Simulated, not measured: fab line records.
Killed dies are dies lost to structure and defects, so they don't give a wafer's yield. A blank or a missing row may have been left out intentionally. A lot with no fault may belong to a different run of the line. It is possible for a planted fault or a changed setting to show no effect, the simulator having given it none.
Chamber matching / flow n5-finfet / N5_DUMMY_GATE_ALD_02 on ald-sin-02 has 4 sister chambers
The step deposits SiO2, target thk 2 nm, pulse time 1 s. 4 wafers are shown with their chamber, then 10 later ones without.

## WAFERS WITH THEIR CHAMBER
wafer=L083.1; chamber=3; heater-power-w (W)=396
wafer=L087.5; chamber=2; heater-power-w (W)=422
wafer=L089.3; chamber=0; heater-power-w (W)=442
wafer=L089.4; chamber=1; heater-power-w (W)=522

## WAFERS WHOSE CHAMBER IS MISSING
wafer=L089.6; heater-power-w (W)=396
wafer=L093.1; heater-power-w (W)=414
wafer=L093.5; heater-power-w (W)=445
wafer=L093.6; heater-power-w (W)=522
wafer=L095.1; heater-power-w (W)=425
wafer=L095.3; heater-power-w (W)=526
wafer=L095.5; heater-power-w (W)=440
wafer=L097.2; heater-power-w (W)=529
wafer=L097.3; heater-power-w (W)=443
wafer=L097.4; heater-power-w (W)=430

## CHAMBER TAKEN BY EACH
wafer=L089.6; from the rows above=3; in truth=3
wafer=L093.1; from the rows above=2; in truth=2
wafer=L093.5; from the rows above=0; in truth=0
wafer=L093.6; from the rows above=1; in truth=1
wafer=L095.1; from the rows above=2; in truth=2
wafer=L095.3; from the rows above=1; in truth=1
wafer=L095.5; from the rows above=0; in truth=0
wafer=L097.2; from the rows above=1; in truth=1
wafer=L097.3; from the rows above=0; in truth=0
wafer=L097.4; from the rows above=can't be placed: 2 or 0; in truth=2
9 of 10 placed correctly. Cannot be placed on the basis of these rows: 1; the candidates contain the true chamber in 1. Number placed wrongly: 0.
How it was worked out, from the rows above alone: a wafer's distance from a chamber is the root of the sum, over the readings, of the square of ((its reading less the chamber's mean) divided by the reading's scatter). If the next closest chamber is less than 2 further off than the closest, the wafer can't be placed; otherwise it belongs to the closest. Each chamber's mean is taken over the wafers shown for it. The scatter (one wafer shown for each chamber): square how far every hidden wafer sits from the nearest shown wafer, average those squares and take the square root.
